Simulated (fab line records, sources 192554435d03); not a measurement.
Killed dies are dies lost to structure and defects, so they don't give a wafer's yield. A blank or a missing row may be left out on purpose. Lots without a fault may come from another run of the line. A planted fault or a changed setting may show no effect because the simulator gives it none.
Which tool did it? | flow n5_finfet | 14 lots, 42 wafers sampled, at 8 steps of a route of 1938

WHAT THE GAUGES READ, wafer by wafer
N5_MOL_CONTACT_COAG_INSPECT_97: inspects for defects (darkfield).
lot  | measured     | on                | raw_defect_count
L644 | day 5 13:09  | defect_inspect-01 | 66 91 44
L647 | day 6 01:38  | defect_inspect-01 | 58 40 56
L648 | day 6 08:49  | defect_inspect-02 | 21 43 22
L649 | day 6 16:31  | defect_inspect-01 | 27 37 59
L650 | day 6 22:02  | defect_inspect-02 | 25 23 30
L657 | day 8 18:07  | defect_inspect-02 | 39 44 36
L658 | day 8 21:08  | defect_inspect-02 | 35 49 46
L659 | day 9 12:28  | defect_inspect-02 | 30 36 27
L661 | day 10 07:10 | defect_inspect-01 | 29 15 28
L662 | day 10 10:11 | defect_inspect-02 | 36 29 37
L663 | day 10 13:12 | defect_inspect-01 | 32 34 33
L664 | day 10 19:22 | defect_inspect-02 | 50 15 45
L665 | day 10 23:13 | defect_inspect-02 | 23 24 54
L667 | day 11 09:46 | defect_inspect-02 | 28 52 46

N5_BEOL_M0_SAQP_CD_MEAS_25: target cd 13.1 nm.
lot  | measured     | on        | cd_nm (nm)
L644 | day 5 16:13  | cd_sem-03 | 13.11 12.58 13.09
L647 | day 6 05:08  | cd_sem-02 | 12.49 12.64 12.75
L648 | day 6 15:08  | cd_sem-01 | - - -
L649 | day 6 19:32  | cd_sem-03 | - - -
L650 | day 7 03:22  | cd_sem-02 | 13.00 12.37 13.15
L657 | day 8 22:35  | cd_sem-03 | 13.01 12.54 12.73
L658 | day 9 02:45  | cd_sem-02 | 12.88 12.84 12.47
L659 | day 9 15:43  | cd_sem-02 | 13.04 13.22 12.99
L661 | day 10 11:02 | cd_sem-03 | 13.12 13.24 12.77
L662 | day 10 15:42 | cd_sem-01 | 12.84 13.17 13.39
L663 | day 10 19:53 | cd_sem-03 | 12.99 12.52 12.92
L664 | day 10 22:54 | cd_sem-01 | 12.99 13.01 12.75
L665 | day 11 01:54 | cd_sem-03 | 12.80 13.31 12.91
L667 | day 11 13:23 | cd_sem-01 | 12.99 12.96 12.65

N5_BEOL_M4_RC_MEAS_101.
lot  | measured     | on        | DIBL_N (mV/V)  | DIBL_P (mV/V)  | IOFF_N (nA/um)    | IOFF_P (nA/um)    | ION_N (uA/um) | ION_P (uA/um) | SS_N (mV/dec)  | SS_P (mV/dec)  | VT_N (mV)         | VT_P (mV)
L644 | day 8 17:11  | prober-01 | 37.4 37.8 36.8 | 37.4 37.4 36.8 | 0.195 0.193 0.171 | 0.237 0.224 0.216 | 697 690 683   | 467 465 465   | 72.2 70.9 71.2 | 73.3 72.9 73.5 | 243.2 245.4 248.1 | -248 -249 -250
L647 | day 9 01:15  | prober-02 | 35.6 37.3 36.9 | 34.5 36.0 36.0 | 0.152 0.181 0.180 | 0.219 0.244 0.244 | 676 685 679   | 470 472 468   | 71.3 71.9 71.7 | 73.5 73.3 73.9 | 247.8 246.9 249.0 | -246 -247 -245
L650 | day 10 10:31 | prober-02 | 39.2 37.6 38.4 | 38.2 36.8 37.3 | 0.191 0.175 0.176 | 0.240 0.219 0.224 | 684 681 684   | 465 464 466   | 72.3 72.0 72.6 | 73.7 72.9 73.1 | 248.0 247.0 248.2 | -246 -248 -246
L657 | day 13 17:03 | prober-01 | 35.5 36.0 36.7 | 37.1 38.0 38.3 | 0.165 0.177 0.189 | 0.201 0.215 0.210 | 674 673 670   | 460 457 455   | 71.6 71.8 72.2 | 74.1 74.1 74.1 | 248.2 249.4 247.0 | -253 -253 -251
L658 | day 13 20:31 | prober-01 | 34.8 35.6 36.5 | 34.5 36.9 36.5 | 0.142 0.159 0.169 | 0.195 0.228 0.222 | 661 675 670   | 454 461 459   | 71.8 70.3 71.2 | 73.4 73.5 73.4 | 250.3 249.4 247.3 | -251 -247 -246
L659 | day 13 08:50 | prober-02 | 37.3 38.8 37.2 | 36.1 38.8 35.9 | 0.187 0.219 0.182 | 0.241 0.290 0.238 | 675 681 669   | 464 468 459   | 72.4 72.3 72.7 | 73.5 75.0 73.2 | 248.6 245.4 246.7 | -245 -244 -246
L661 | day 14 22:52 | prober-02 | 35.9 37.9 36.3 | 35.8 39.4 36.2 | 0.145 0.187 0.144 | 0.185 0.237 0.190 | 671 676 673   | 463 460 460   | 70.8 71.9 71.6 | 72.9 74.0 73.7 | 248.9 245.3 253.4 | -254 -249 -252
L662 | day 14 20:09 | prober-02 | 35.9 35.2 36.6 | 35.4 35.2 36.0 | 0.156 0.148 0.169 | 0.219 0.225 0.230 | 675 681 681   | 464 472 466   | 70.9 70.5 70.9 | 73.2 73.5 73.4 | 246.8 249.7 246.5 | -250 -248 -248
L663 | day 14 18:17 | prober-01 | 36.4 37.5 37.3 | 36.8 38.0 37.8 | 0.165 0.173 0.172 | 0.212 0.237 0.228 | 667 670 668   | 458 463 461   | 71.5 71.5 71.3 | 73.0 73.5 73.2 | 246.2 247.3 247.1 | -250 -248 -251
L664 | day 14 22:31 | prober-01 | 39.3 37.9 37.2 | 37.6 37.0 36.2 | 0.193 0.165 0.149 | 0.207 0.200 0.180 | 689 679 672   | 461 466 456   | 71.7 71.7 71.6 | 74.3 73.7 73.5 | 245.8 249.2 252.1 | -252 -253 -255
L665 | day 15 15:37 | prober-01 | 37.1 37.7 36.9 | 39.1 38.4 38.3 | 0.171 0.176 0.168 | 0.247 0.233 0.222 | 674 675 678   | 463 465 466   | 72.1 72.4 71.7 | 73.3 73.7 73.8 | 249.8 250.0 252.3 | -248 -248 -251
L667 | day 15 15:25 | prober-02 | 36.2 36.1 35.8 | 37.2 36.6 36.3 | 0.160 0.153 0.151 | 0.197 0.182 0.179 | 679 676 679   | 461 457 460   | 71.8 71.3 70.9 | 72.2 72.6 72.6 | 248.6 251.2 250.6 | -252 -250 -252

WHICH TOOL RAN EACH LOT (tool, then ch and the chambers of the sampled wafers, then the start)
lot  | N5_BEOL_M0_SAQP_PECVD_00        | N5_BEOL_M0_SAQP_ILD_DEP_01      | N5_BEOL_M0_SAQP_ETCH_84            | N5_BEOL_M0_SAQP_HM_OPEN_112        | N5_BEOL_M0_SAQP_MANDREL_ETCH_20
L644 | pecvd-03 ch 0,1,2, day 5 13:29  | pecvd-03 ch 0,1,2, day 5 13:31  | rie_diel-06 ch 0,1, day 5 14:33    | rie_diel-06 ch 0,1, day 5 14:40    | rie_si-01 ch 0,3, day 5 14:44
L647 | pecvd-04 ch 1,2, day 6 01:57    | pecvd-04 ch 1,2, day 6 01:58    | rie_diel-06 ch 1,2,3, day 6 03:39  | rie_diel-06 ch 1,2,3, day 6 03:46  | rie_si-01 ch 0,3, day 6 03:50
L648 | pecvd-03 ch 1,2, day 6 09:08    | pecvd-03 ch 1,2, day 6 09:10    | rie_diel-02 ch 1,2, day 6 13:23    | rie_diel-02 ch 1,2, day 6 13:30    | rie_si-01 ch 0,2, day 6 13:35
L649 | pecvd-03 ch 1,2, day 6 16:51    | pecvd-03 ch 1,2, day 6 16:53    | rie_diel-06 ch 0,1,2, day 6 18:03  | rie_diel-06 ch 0,1,2, day 6 18:10  | rie_si-03 ch 0,2, day 6 18:14
L650 | pecvd-04 ch 1,2, day 6 22:22    | pecvd-04 ch 1,2, day 6 22:24    | rie_diel-06 ch 2,3, day 7 01:46    | rie_diel-06 ch 2,3, day 7 01:53    | rie_si-03 ch 1,2,3, day 7 01:58
L657 | pecvd-01 ch 0,1, day 8 18:27    | pecvd-01 ch 0,1, day 8 18:29    | rie_diel-03 ch 1,2, day 8 20:11    | rie_diel-03 ch 1,2, day 8 20:17    | rie_si-03 ch 0,2,3, day 8 20:23
L658 | pecvd-04 ch 0,2, day 8 21:28    | pecvd-04 ch 0,2, day 8 21:30    | rie_diel-06 ch 1,2,3, day 9 01:17  | rie_diel-06 ch 1,2,3, day 9 01:23  | rie_si-06 ch 1,2,3, day 9 01:28
L659 | pecvd-01 ch 0,1, day 9 12:47    | pecvd-01 ch 0,1, day 9 12:49    | rie_diel-06 ch 0,1,2, day 9 14:13  | rie_diel-06 ch 0,1,2, day 9 14:20  | rie_si-06 ch 0,1, day 9 14:25
L661 | pecvd-04 ch 0,1,2, day 10 07:29 | pecvd-04 ch 0,1,2, day 10 07:31 | rie_diel-02 ch 0,2,3, day 10 09:34 | rie_diel-02 ch 0,2,3, day 10 09:40 | rie_si-01 ch 0,3, day 10 09:46
L662 | pecvd-03 ch 0,1, day 10 10:31   | pecvd-03 ch 0,1, day 10 10:33   | rie_diel-06 ch 0,3, day 10 13:08   | rie_diel-06 ch 0,3, day 10 13:15   | rie_si-01 ch 0,3, day 10 13:20
L663 | pecvd-03 ch 0,1, day 10 13:29   | pecvd-03 ch 0,1, day 10 13:31   | rie_diel-03 ch 0,3, day 10 17:18   | rie_diel-03 ch 0,3, day 10 17:24   | rie_si-01 ch 0,3, day 10 17:29
L664 | pecvd-03 ch 0,1,2, day 10 19:43 | pecvd-03 ch 0,1,2, day 10 19:44 | rie_diel-03 ch 0,1,3, day 10 21:19 | rie_diel-03 ch 0,1,3, day 10 21:26 | rie_si-01 ch 0,2,3, day 10 21:31
L665 | pecvd-03 ch 0,1,2, day 10 23:29 | pecvd-03 ch 0,1,2, day 10 23:31 | rie_diel-02 ch 0,2,3, day 11 00:28 | rie_diel-02 ch 0,2,3, day 11 00:33 | rie_si-01 ch 0,1,2, day 11 00:39
L667 | pecvd-04 ch 0,1,2, day 11 10:05 | pecvd-04 ch 0,1,2, day 11 10:07 | rie_diel-02 ch 0,2,3, day 11 11:51 | rie_diel-02 ch 0,2,3, day 11 11:58 | rie_si-03 ch 0,2, day 11 12:02
- N5_BEOL_M0_SAQP_PECVD_00: deposits SiCN from 3MS/NH3, target thk 8 nm, time 14 s.
- N5_BEOL_M0_SAQP_ILD_DEP_01: deposits SiOC from DEMS/O2, target thk 45.419 nm, time 8.7 s.
- N5_BEOL_M0_SAQP_ETCH_84: etches SOC in N2/H2, target depth 100 nm, overetch 20 nm, time 150 s.
- N5_BEOL_M0_SAQP_HM_OPEN_112: chemistry CHF3/O2, target SiO2, stops on a-Si, target depth 12 nm, time 13.5 s.
- N5_BEOL_M0_SAQP_MANDREL_ETCH_20: etches a-Si in HBr/Cl2, stops on SiNx, target depth 60 nm, bt time 10 s, time 30 s.

WHAT THE TOOLS THEMSELVES READ (means of the sampled wafers that have a number; where no wafer has one, the mark that the record gives instead)
N5_BEOL_M0_SAQP_PECVD_00.
lot  | tool     | showerhead_plenum_p_Torr (Torr) | throttle_valve_pct (%)
L644 | pecvd-03 | 3.649                           | 8.9
L647 | pecvd-04 | 3.658                           | 8.4
L648 | pecvd-03 | 3.651                           | 9.0
L649 | pecvd-03 | 3.658                           | 8.8
L650 | pecvd-04 | 3.662                           | 8.6
L657 | pecvd-01 | 3.684                           | 9.5
L658 | pecvd-04 | 3.668                           | 9.4
L659 | pecvd-01 | 3.685                           | 9.5
L661 | pecvd-04 | 3.665                           | 9.1
L662 | pecvd-03 | 3.643                           | 9.0
L663 | pecvd-03 | 3.646                           | 8.9
L664 | pecvd-03 | 3.651                           | 9.1
L665 | pecvd-03 | 3.646                           | 9.0
L667 | pecvd-04 | 3.665                           | 9.2

N5_BEOL_M0_SAQP_ILD_DEP_01.
lot  | tool     | heater_power_w (W) | showerhead_plenum_p_Torr (Torr) | throttle_valve_pct (%)
L644 | pecvd-03 | 430                | 5.677                           | 11.8
L647 | pecvd-04 | 487                | 5.693                           | 11.5
L648 | pecvd-03 | 435                | 5.674                           | 11.5
L649 | pecvd-03 | 462                | 5.686                           | 11.8
L650 | pecvd-04 | 419                | 5.696                           | 11.4
L657 | pecvd-01 | 562                | 5.707                           | 12.6
L658 | pecvd-04 | 447                | 5.691                           | 12.6
L659 | pecvd-01 | 527                | 5.707                           | 12.7
L661 | pecvd-04 | 445                | 5.695                           | 12.0
L662 | pecvd-03 | 437                | 5.680                           | 11.9
L663 | pecvd-03 | 463                | 5.677                           | 12.0
L664 | pecvd-03 | 415                | 5.682                           | 11.9
L665 | pecvd-03 | 458                | 5.677                           | 11.7
L667 | pecvd-04 | 461                | 5.699                           | 12.0

N5_BEOL_M0_SAQP_ETCH_84.
lot  | tool        | bias_w (W) | chamber_pressure_mTorr (mTorr) | drypump_motor_current_A (A) | h2_flow_sccm (sccm) | oes_product_au (a.u.) | rf_vpp_V (V) | showerhead_plenum_p_Torr (Torr) | throttle_valve_pct (%)
L644 | rie_diel-06 | 150.1      | 29.988                         | 5.3                         | 199.6               | 0.62                  | 523.7        | 2.55                            | 18.00
L647 | rie_diel-06 | 149.9      | 30.026                         | 5.9                         | 200.0               | 0.66                  | 523.3        | 2.53                            | 17.96
L648 | rie_diel-02 | -          | -                              | -                           | -                   | -                     | -            | -                               | -
L649 | rie_diel-06 | -          | -                              | -                           | -                   | -                     | -            | -                               | -
L650 | rie_diel-06 | 149.8      | 30.006                         | 6.1                         | 199.9               | 0.66                  | 522.3        | 2.46                            | 17.77
L657 | rie_diel-03 | 149.4      | 29.994                         | 5.8                         | 200.3               | 0.64                  | 524.3        | 2.55                            | 18.05
L658 | rie_diel-06 | 149.8      | 29.999                         | 5.9                         | 199.7               | 0.64                  | 524.3        | 2.53                            | 17.99
L659 | rie_diel-06 | 150.1      | 30.002                         | 5.8                         | 199.9               | 0.71                  | 522.8        | 2.51                            | 17.81
L661 | rie_diel-02 | 149.5      | 30.013                         | 5.8                         | 200.8               | 0.72                  | 523.6        | 2.52                            | 17.86
L662 | rie_diel-06 | 150.1      | 30.002                         | 5.3                         | 200.2               | 0.75                  | 522.7        | 2.50                            | 17.75
L663 | rie_diel-03 | 150.3      | 29.983                         | 5.0                         | 199.7               | 0.75                  | 523.7        | 2.56                            | 17.58
L664 | rie_diel-03 | 149.9      | 29.993                         | 5.4                         | 200.4               | 0.72                  | 525.5        | 2.60                            | 17.75
L665 | rie_diel-02 | 149.7      | 29.996                         | 5.8                         | 200.0               | 0.71                  | 523.4        | 2.52                            | 17.88
L667 | rie_diel-02 | 150.1      | 29.966                         | 5.8                         | 199.4               | 0.70                  | 523.9        | 2.52                            | 17.88

N5_BEOL_M0_SAQP_HM_OPEN_112.
lot  | tool        | drypump_motor_current_A (A) | oes_product_au (a.u.) | rf_vpp_V (V) | showerhead_plenum_p_Torr (Torr) | throttle_valve_pct (%)
L644 | rie_diel-06 | 5.3                         | 0.45                  | 522          | 2.42                            | 19.05
L647 | rie_diel-06 | 5.8                         | 0.47                  | 523          | 2.41                            | 18.97
L648 | rie_diel-02 | 6.2                         | 0.33                  | 522          | 2.48                            | 18.64
L649 | rie_diel-06 | 5.8                         | 0.31                  | 522          | 2.39                            | 18.76
L650 | rie_diel-06 | 6.2                         | 0.48                  | 519          | 2.34                            | 18.81
L657 | rie_diel-03 | 5.8                         | 0.47                  | 527          | 2.41                            | 18.98
L658 | rie_diel-06 | 5.8                         | 0.46                  | 522          | 2.40                            | 19.00
L659 | rie_diel-06 | 5.7                         | 0.52                  | 522          | 2.39                            | 18.85
L661 | rie_diel-02 | 5.8                         | 0.52                  | 520          | 2.40                            | 18.95
L662 | rie_diel-06 | 5.3                         | 0.54                  | 519          | 2.38                            | 18.83
L663 | rie_diel-03 | 5.0                         | 0.55                  | 525          | 2.42                            | 18.64
L664 | rie_diel-03 | 5.4                         | 0.52                  | 527          | 2.46                            | 18.76
L665 | rie_diel-02 | 5.8                         | 0.52                  | 520          | 2.40                            | 18.96
L667 | rie_diel-02 | 5.8                         | 0.51                  | 520          | 2.40                            | 18.97

N5_BEOL_M0_SAQP_MANDREL_ETCH_20.
lot  | tool      | HBr_flow_sccm (sccm) | bias_w (W) | drypump_motor_current_A (A) | oes_product_au (a.u.) | throttle_valve_pct (%)
L644 | rie_si-01 | 150.2                | 75.17      | 6.1                         | 0.788                 | 35.67
L647 | rie_si-01 | 149.5                | 75.12      | 6.1                         | 0.793                 | 35.66
L648 | rie_si-01 | 150.3                | 75.17      | 6.4                         | 0.326                 | 36.29
L649 | rie_si-03 | 149.5                | 75.05      | 5.3                         | 0.323                 | 36.15
L650 | rie_si-03 | 150.5                | 75.06      | 6.0                         | 0.753                 | 35.31
L657 | rie_si-03 | 150.4                | 74.74      | 5.4                         | 0.765                 | 35.28
L658 | rie_si-06 | 150.3                | 75.02      | 5.6                         | 0.770                 | 35.46
L659 | rie_si-06 | 149.0                | 74.80      | 5.7                         | 0.797                 | 35.45
L661 | rie_si-01 | 150.0                | 74.88      | 6.1                         | 0.788                 | 35.68
L662 | rie_si-01 | 149.9                | 74.96      | 6.0                         | 0.781                 | 35.55
L663 | rie_si-01 | 150.5                | 74.90      | 6.1                         | 0.794                 | 35.67
L664 | rie_si-01 | 149.9                | 75.10      | 6.2                         | 0.778                 | 35.48
L665 | rie_si-01 | 149.9                | 74.95      | 6.2                         | 0.778                 | 35.35
L667 | rie_si-03 | 149.6                | 74.89      | 5.5                         | 0.760                 | 35.22

THE ANSWER, worked out from the rows above alone
Rule: what is usual is taken from the lots themselves. Put in order of their means at a reading, lots are off if they are a third of the lots or fewer, leave a main group of 4 or more, and stand apart from it by a gap of 3 or more times the standard deviation of the main group's means; of several such gaps the widest counts. A main group whose means are all the same, to the digits that the tables above print for the reading, isn't used. A lot without any number at a reading at which 4 lots or more have one is off too. The other lots that the step has rows for count as sound. The gauges are gone through in route order, then the tools' own readings, and for those a lot's mean is taken as printed above. The first step at which some lot is off is used, and at that step the reading that is off furthest; a lot without a number counts as furthest.
Off: L648, L649, at N5_BEOL_M0_SAQP_CD_MEAS_25 (cd_nm). Without a number there: L648, L649. The main group: mean 12.90 nm, standard deviation 0.15.
A tool fits if, at a process step before that reading, it ran every lot that is off, and no sound lot after the first of them. The gauges at N5_BEOL_M0_SAQP_CD_MEAS_25 aren't tried: what is off there is off at N5_BEOL_M0_SAQP_ETCH_84 too, on other tools, and a gauge's error can't cause that. None of those tried fits.

WHAT THE SIMULATOR HAD PUT IN
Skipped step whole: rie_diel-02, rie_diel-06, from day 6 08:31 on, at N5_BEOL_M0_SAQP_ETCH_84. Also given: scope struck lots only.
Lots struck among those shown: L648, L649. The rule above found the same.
